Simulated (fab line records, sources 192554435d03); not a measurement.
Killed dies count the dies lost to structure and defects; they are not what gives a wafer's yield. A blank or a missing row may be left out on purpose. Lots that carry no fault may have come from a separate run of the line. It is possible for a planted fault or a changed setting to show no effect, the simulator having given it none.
Split-lot trial :: flow n5Finfet :: 21 wafers read from 7 lots, route of 1938 steps

== ABOUT THE SPLIT ==
At N5_GATE_CUT_ETCH_56 (etches TiN in Cl2/Ar, target depth 21.6 nm), the setting icpW was moved away from the recipe's 600 W on 5 of the 21 wafers read, by -17.3% to -5.2%. All remaining wafers had this setting at the recipe value.

Reading taken at the split's own step.

== THE READING ==
etch.depthNm (the simulator's own value, which no gauge read), in nm, at N5_GATE_CUT_ETCH_56 (etches TiN in Cl2/Ar, target depth 21.6 nm). The file does not state a usual value for it. Average 21.72 nm, standard deviation 0.29 nm, over the 16 wafers here run with the recipe.

wafer: L081.3
tool, chamber at the split: rieMetal-03, 1
icpW as run, W: 600
against the recipe: recipe
etch.depthNm, nm: 21.65
against lot-mates on the recipe: -

wafer: L081.4
tool, chamber at the split: rieMetal-03, 0
icpW as run, W: 503.7
against the recipe: -16.0%
etch.depthNm, nm: 18.3
against lot-mates on the recipe: -3.32

wafer: L081.6
tool, chamber at the split: rieMetal-03, 1
icpW as run, W: 600
against the recipe: recipe
etch.depthNm, nm: 21.6
against lot-mates on the recipe: -

wafer: L083.2
tool, chamber at the split: rieMetal-03, 1
icpW as run, W: 600
against the recipe: recipe
etch.depthNm, nm: 21.48
against lot-mates on the recipe: -

wafer: L083.4
tool, chamber at the split: rieMetal-03, 1
icpW as run, W: 600
against the recipe: recipe
etch.depthNm, nm: 21.54
against lot-mates on the recipe: -

wafer: L083.6
tool, chamber at the split: rieMetal-03, 1
icpW as run, W: 568.9
against the recipe: -5.2%
etch.depthNm, nm: 20.43
against lot-mates on the recipe: -1.08

wafer: L087.2
tool, chamber at the split: rieMetal-02, 1
icpW as run, W: 496.1
against the recipe: -17.3%
etch.depthNm, nm: 18.68
against lot-mates on the recipe: -3.34

wafer: L087.5
tool, chamber at the split: rieMetal-02, 1
icpW as run, W: 600
against the recipe: recipe
etch.depthNm, nm: 22.12
against lot-mates on the recipe: -

wafer: L087.6
tool, chamber at the split: rieMetal-02, 0
icpW as run, W: 600
against the recipe: recipe
etch.depthNm, nm: 21.92
against lot-mates on the recipe: -

wafer: L088.1
tool, chamber at the split: rieMetal-03, 0
icpW as run, W: 600
against the recipe: recipe
etch.depthNm, nm: 21.57
against lot-mates on the recipe: -

wafer: L088.3
tool, chamber at the split: rieMetal-03, 1
icpW as run, W: 600
against the recipe: recipe
etch.depthNm, nm: 21.88
against lot-mates on the recipe: -

wafer: L088.5
tool, chamber at the split: rieMetal-03, 1
icpW as run, W: 600
against the recipe: recipe
etch.depthNm, nm: 21.68
against lot-mates on the recipe: -

wafer: L089.1
tool, chamber at the split: rieMetal-01, 1
icpW as run, W: 600
against the recipe: recipe
etch.depthNm, nm: 22.22
against lot-mates on the recipe: -

wafer: L089.2
tool, chamber at the split: rieMetal-01, 0
icpW as run, W: 600
against the recipe: recipe
etch.depthNm, nm: 22.08
against lot-mates on the recipe: -

wafer: L089.5
tool, chamber at the split: rieMetal-01, 1
icpW as run, W: 600
against the recipe: recipe
etch.depthNm, nm: 22.19
against lot-mates on the recipe: -

wafer: L095.2
tool, chamber at the split: rieMetal-02, 0
icpW as run, W: 600
against the recipe: recipe
etch.depthNm, nm: 21.41
against lot-mates on the recipe: -

wafer: L095.3
tool, chamber at the split: rieMetal-02, 1
icpW as run, W: 508.5
against the recipe: -15.2%
etch.depthNm, nm: 18.89
against lot-mates on the recipe: -2.48

wafer: L095.4
tool, chamber at the split: rieMetal-02, 0
icpW as run, W: 600
against the recipe: recipe
etch.depthNm, nm: 21.34
against lot-mates on the recipe: -

wafer: L097.3
tool, chamber at the split: rieMetal-02, 0
icpW as run, W: 600
against the recipe: recipe
etch.depthNm, nm: 21.49
against lot-mates on the recipe: -

wafer: L097.5
tool, chamber at the split: rieMetal-02, 0
icpW as run, W: 556.2
against the recipe: -7.3%
etch.depthNm, nm: 19.96
against lot-mates on the recipe: -1.46

wafer: L097.6
tool, chamber at the split: rieMetal-02, 0
icpW as run, W: 600
against the recipe: recipe
etch.depthNm, nm: 21.36
against lot-mates on the recipe: -

FIT RESULTS
A straight line over all 21 wafers: etch.depthNm changes by +0.194 nm for each +1% of icpW; r = +0.97; the points scatter about the line by 0.31 nm.
The same after taking each lot's own level away (the mean of its wafers on the recipe; 21 wafers): +0.19 nm for each +1%; r = +0.99; scatter 0.14 nm.
Per that fit: largest icpW move, reading shift of 3.3 nm.
From 21.375 to 22.163 nm: that is the span of the lots' own levels, equal to 2.7 times the standard deviation above.
Hence the lot-to-lot level has little effect on the slope; both slopes agree.
Check: with one of the wafers moved furthest among these (-17.3%) left out of the fit, the line predicts -3.26 nm for it against its lot-mates. Against them it came out at -3.34 nm.

== ADDITIONAL SPLITS CARRIED BY THESE WAFERS ==
Before the reading, these wafers also passed through other splits. Each is held against what the fit with the lots' levels taken away leaves over:
other split on the same wafers: N5_WELL_APT_COAT_19 spinRpm
wafers away from the commonest value: 8
r with etch.depthNm (lot level and that fit taken away): +0.07

other split on the same wafers: N5_PMOS_HMC_CHANNEL_EPI_PEB_07 pebTempC
wafers away from the commonest value: 6
r with etch.depthNm (lot level and that fit taken away): +0.40

other split on the same wafers: N5_FIN_SAQP_ETCH_65 timeS
wafers away from the commonest value: 9
r with etch.depthNm (lot level and that fit taken away): -0.20

other split on the same wafers: N5_DUMMY_GATE_COAT_09 spinRpm
wafers away from the commonest value: 3
r with etch.depthNm (lot level and that fit taken away): -0.09

other split on the same wafers: N5_HKMG_FIN_COAT_41 spinRpm
wafers away from the commonest value: 8
r with etch.depthNm (lot level and that fit taken away): -0.26

other split on the same wafers: N5_HKMG_FIN_ETCH_54 sourceW
wafers away from the commonest value: 2
r with etch.depthNm (lot level and that fit taken away): -0.05

== THE FILE'S OWN FIT ==
etch.depthNm changes by +0.19 nm for each +1% of icpW, r = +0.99.
